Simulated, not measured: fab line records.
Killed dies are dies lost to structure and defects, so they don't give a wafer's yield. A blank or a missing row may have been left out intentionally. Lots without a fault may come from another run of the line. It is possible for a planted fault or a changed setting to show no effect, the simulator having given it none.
What tool caused it? ; flow n5_finfet ; 26 wafers from 9 lots sampled at 2 of the route's 1938 steps

## WHAT EACH GAUGE READ, for each wafer
N5_FIN_SAQP_OVL_MEAS_17.
lot;measured;on;FIN_CORE_OVL (nm)
L353;day 1 22:26;overlay-02;1.3 0.1 0.0
L356;day 2 16:17;overlay-02;0.1 -1.0 1.0
L362;day 4 04:00;overlay-02;- - -
L363;day 4 09:05;overlay-01;- - -
L365;day 4 21:16;overlay-01;0.0 0.0 -0.4
L371;day 6 10:09;overlay-02;0.6 1.6 1.5
L373;day 6 21:27;overlay-02;0.5 -1.6 0.3
L374;day 7 03:21;overlay-01;-0.7 -0.2 -0.7
L376;day 7 17:44;overlay-01;0.4 -0.3

## WHAT TOOL EACH LOT RAN ON (gives the tool, then ch and the chambers of the sampled wafers, and finally the start)
lot;N5_PMOS_HMC_CHANNEL_EPI_FIN_RECESS_16
L353;rie_si-03 ch 0,3, day 1 18:19
L356;rie_si-02 ch 0,1, day 2 12:30
L362;rie_si-02 ch 0,1,2, day 3 23:51
L363;rie_si-03 ch 1,2,3, day 4 05:28
L365;rie_si-03 ch 0,2,3, day 4 17:45
L371;rie_si-02 ch 1,2,3, day 6 06:05
L373;rie_si-02 ch 2,3, day 6 17:25
L374;rie_si-03 ch 1,2,3, day 6 23:32
L376;rie_si-03 ch 0,1, day 7 13:47
- N5_PMOS_HMC_CHANNEL_EPI_FIN_RECESS_16: chemistry HBr/Cl2, target Si, target depth 54 nm, time 18 s.

## THE ANSWER, worked out from the rows above alone
Rule: the lots themselves supply what counts as usual. The widest of any qualifying gaps counts: lots, ordered by their means at a reading, are off when they make up no more than a third of the lots, leave a main group of 4 or more, and stand apart from it by 3 or more times the standard deviation of that group's means. A main group is skipped when, at the precision printed for the reading in the tables above, its means are all equal. Also off: a lot with no number at a reading for which 4 or more lots have one. Any other lot the step has rows for is counted as sound.
Off: L362, L363, at N5_FIN_SAQP_OVL_MEAS_17 (FIN_CORE_OVL). Without a number there: L362, L363. Main group: mean 0.1 nm, sd 0.54.
If a tool, at a process step before that reading, ran all the lots that are off and no sound lot after the first of them, it fits. The gauges at N5_FIN_SAQP_OVL_MEAS_17 are tried like those tools. None of those tried fits.

## WHAT THE SIMULATOR HAD INSERTED
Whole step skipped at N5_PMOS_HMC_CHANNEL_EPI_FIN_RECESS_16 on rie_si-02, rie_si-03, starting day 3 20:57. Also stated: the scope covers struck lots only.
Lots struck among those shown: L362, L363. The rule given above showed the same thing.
